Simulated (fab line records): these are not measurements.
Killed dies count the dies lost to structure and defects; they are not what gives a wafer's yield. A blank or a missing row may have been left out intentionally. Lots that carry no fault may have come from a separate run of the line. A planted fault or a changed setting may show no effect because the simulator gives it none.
Matching of chambers | flow n5-finfet | cmp-03 running N5_ILD0_CMP_12: 4 sister chambers
The step polishes SiNx, stops on poly-Si, t overpolish 6 s, target thk 17.67 nm. 4 wafers are shown with their chamber, then 8 later ones without.

## EACH WAFER AND ITS CHAMBER
wafer  | chamber | motor-current-A (A)
L079.5 | 2       | 8.8
L084.3 | 3       | 10.9
L084.4 | 1       | 9.1
L089.3 | 0       | 8.5

## WAFERS WHOSE CHAMBER IS MISSING
wafer  | motor-current-A (A)
L089.4 | 8.4
L089.5 | 10.4
L090.2 | 8.9
L090.3 | 8.2
L090.4 | 10.6
L095.2 | 8.6
L095.3 | 8.8
L095.6 | 11.3

## THE CHAMBER EACH PASSED THROUGH
wafer  | from the rows above          | in truth
L089.4 | can't be placed: 0 or 2      | 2
L089.5 | 3                            | 3
L090.2 | can't be placed: 2 or 1 or 0 | 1
L090.3 | can't be placed: 0 or 2      | 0
L090.4 | 3                            | 3
L095.2 | can't be placed: 0 or 2 or 1 | 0
L095.3 | can't be placed: 2 or 1 or 0 | 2
L095.6 | 3                            | 3
Correctly placed: 3 of 8. These rows do not allow placing 5 (true chamber among the candidates in 5). Number placed wrongly: 0.
How it was worked out, from the rows above alone: a wafer's distance from a chamber is the root of the sum, over the readings, of the square of ((its reading less the chamber's mean) divided by the reading's scatter). If the next closest chamber is less than 2 further off than the closest, the wafer can't be placed; otherwise it belongs to the closest. For every chamber, the mean is computed from those of its wafers that are shown. The scatter (one wafer shown for each chamber): square how far every hidden wafer sits from the nearest shown wafer, average those squares and take the square root.
